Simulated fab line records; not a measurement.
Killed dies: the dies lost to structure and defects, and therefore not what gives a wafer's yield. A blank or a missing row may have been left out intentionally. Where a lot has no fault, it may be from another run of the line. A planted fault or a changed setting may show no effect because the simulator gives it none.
Matching of chambers || flow nand harc || NHARC_P_BONDPAD_CMP_19 on cmp-01 has 4 sister chambers
The step polishes, t overpolish 30 s, cu recess touch 16 s, target thk 160.81 nm. 4 wafers are shown with their chamber, then 8 later ones without.

WAFERS WITH THEIR CHAMBER
{"wafer": "L225.5", "chamber": 2, "motor current A (A)": 10.1}
{"wafer": "L233.4", "chamber": 1, "motor current A (A)": 15.0}
{"wafer": "L233.5", "chamber": 3, "motor current A (A)": 12.6}
{"wafer": "L234.3", "chamber": 0, "motor current A (A)": 11.8}

WAFERS WITH NO CHAMBER GIVEN
{"wafer": "L234.4", "motor current A (A)": 10.2}
{"wafer": "L234.6", "motor current A (A)": 9.4}
{"wafer": "L235.2", "motor current A (A)": 12.2}
{"wafer": "L235.4", "motor current A (A)": 12.2}
{"wafer": "L235.6", "motor current A (A)": 11.9}
{"wafer": "L240.2", "motor current A (A)": 14.2}
{"wafer": "L240.5", "motor current A (A)": 14.1}
{"wafer": "L240.6", "motor current A (A)": 11.8}

CHAMBER TAKEN BY EACH
{"wafer": "L234.4", "from the rows above": 2, "in truth": 2}
{"wafer": "L234.6", "from the rows above": 2, "in truth": 2}
{"wafer": "L235.2", "from the rows above": "can't be placed: 0 or 3", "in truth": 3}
{"wafer": "L235.4", "from the rows above": "can't be placed: 0 or 3", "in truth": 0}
{"wafer": "L235.6", "from the rows above": "can't be placed: 0 or 3", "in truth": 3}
{"wafer": "L240.2", "from the rows above": "can't be placed: 1 or 3", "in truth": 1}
{"wafer": "L240.5", "from the rows above": "can't be placed: 1 or 3", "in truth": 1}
{"wafer": "L240.6", "from the rows above": "can't be placed: 0 or 3", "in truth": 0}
Placed correctly: 2 of 8. From these rows, 6 cannot be placed; in 6 the true chamber is one of the candidates. 0 placed wrongly.
How it was worked out, from the rows above alone: a wafer's distance from a chamber is the root of the sum, over the readings, of the square of ((its reading less the chamber's mean) divided by the reading's scatter). If the next closest chamber is less than 2 further off than the closest, the wafer can't be placed; otherwise it belongs to the closest. For every chamber, the mean is computed from those of its wafers that are shown. The scatter: root of mean squared gap, hidden wafer to nearest shown wafer, with one shown wafer a chamber.
